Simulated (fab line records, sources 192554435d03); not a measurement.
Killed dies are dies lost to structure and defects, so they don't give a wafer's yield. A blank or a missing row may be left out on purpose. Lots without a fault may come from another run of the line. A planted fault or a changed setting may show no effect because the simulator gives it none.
Chamber matching | flow n5_finfet | N5_FIN_CUT_DESCUM_13 on rie_diel-01: 4 sister chambers
The step chemistry O2, time 7 s. 8 wafers are shown with their chamber, then 9 later ones without.

WAFERS WITH THEIR CHAMBER
wafer  | chamber | drypump_motor_current_A (A) | showerhead_plenum_p_Torr (Torr)
L086.1 | 3       | 5.0                         | 2.02
L086.2 | 0       | 6.0                         | 2.04
L086.4 | 1       | 6.5                         | 2.14
L086.5 | 3       | 5.0                         | 2.02
L091.4 | 1       | 6.5                         | 2.13
L095.2 | 2       | 6.0                         | 2.15
L095.3 | 0       | 6.0                         | 2.03
L095.5 | 2       | 5.9                         | 2.15

WAFERS WITHOUT THEIR CHAMBER
wafer  | drypump_motor_current_A (A) | showerhead_plenum_p_Torr (Torr)
L096.2 | 5.0                         | 2.01
L096.4 | 6.5                         | 2.13
L096.6 | 6.0                         | 2.03
L097.1 | 5.9                         | 2.15
L097.2 | 6.5                         | 2.13
L097.3 | 6.0                         | 2.03
L097.4 | 5.0                         | 2.01
L097.5 | 5.0                         | 2.01
L097.6 | 5.9                         | 2.15

WHICH CHAMBER EACH WENT THROUGH
wafer  | from the rows above | in truth
L096.2 | 3                   | 3
L096.4 | 1                   | 1
L096.6 | 0                   | 0
L097.1 | 2                   | 2
L097.2 | 1                   | 1
L097.3 | 0                   | 0
L097.4 | 3                   | 3
L097.5 | 3                   | 3
L097.6 | 2                   | 2
Placed correctly: 9 of 9. Can't be placed from these rows: 0. Placed wrongly: 0.
How it was worked out, from the rows above alone: a wafer's distance from a chamber is the root of the sum, over the readings, of the square of ((its reading less the chamber's mean) divided by the reading's scatter). The wafer belongs to the nearest chamber; if the next one is less than 2 further off, it can't be placed. A chamber's mean is the mean of its shown wafers. The scatter: the root of (the sum of the squares of (reading less its chamber's mean) over the shown wafers, divided by (wafers less chambers)).
